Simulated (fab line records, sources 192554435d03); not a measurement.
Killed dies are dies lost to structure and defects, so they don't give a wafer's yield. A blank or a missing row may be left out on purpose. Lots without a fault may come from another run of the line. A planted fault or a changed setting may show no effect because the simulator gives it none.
Chamber matching | flow n5_finfet | N5_GATE_CUT_CMP_43 on cmp-02: 4 sister chambers
The step polishes SiO2. 8 wafers are shown with their chamber, then 10 later ones without.

WAFERS WITH THEIR CHAMBER
wafer  | chamber | motor_current_A (A)
L078.2 | 3       | 13.6
L079.4 | 2       | 12.3
L084.6 | 2       | 12.2
L085.2 | 1       | 11.8
L085.4 | 3       | 13.7
L085.6 | 0       | 12.3
L087.1 | 1       | 11.1
L087.2 | 0       | 11.8

WAFERS WITHOUT THEIR CHAMBER
wafer  | motor_current_A (A)
L087.6 | 11.4
L092.2 | 14.3
L092.5 | 12.8
L092.6 | 11.5
L096.1 | 12.0
L096.2 | 12.8
L096.4 | 13.7
L097.4 | 14.3
L097.5 | 11.8
L097.6 | 12.0

WHICH CHAMBER EACH WENT THROUGH
wafer  | from the rows above          | in truth
L087.6 | can't be placed: 1 or 0      | 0
L092.2 | 3                            | 3
L092.5 | can't be placed: 2 or 0 or 3 | 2
L092.6 | can't be placed: 1 or 0      | 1
L096.1 | can't be placed: 0 or 2 or 1 | 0
L096.2 | can't be placed: 2 or 0 or 3 | 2
L096.4 | 3                            | 3
L097.4 | 3                            | 3
L097.5 | can't be placed: 0 or 1 or 2 | 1
L097.6 | can't be placed: 0 or 2 or 1 | 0
Placed correctly: 3 of 10. Can't be placed from these rows: 7 (the true chamber is among the candidates in 7). Placed wrongly: 0.
How it was worked out, from the rows above alone: a wafer's distance from a chamber is the root of the sum, over the readings, of the square of ((its reading less the chamber's mean) divided by the reading's scatter). The wafer belongs to the nearest chamber; if the next one is less than 2 further off, it can't be placed. A chamber's mean is the mean of its shown wafers. The scatter: the root of (the sum of the squares of (reading less its chamber's mean) over the shown wafers, divided by (wafers less chambers)).
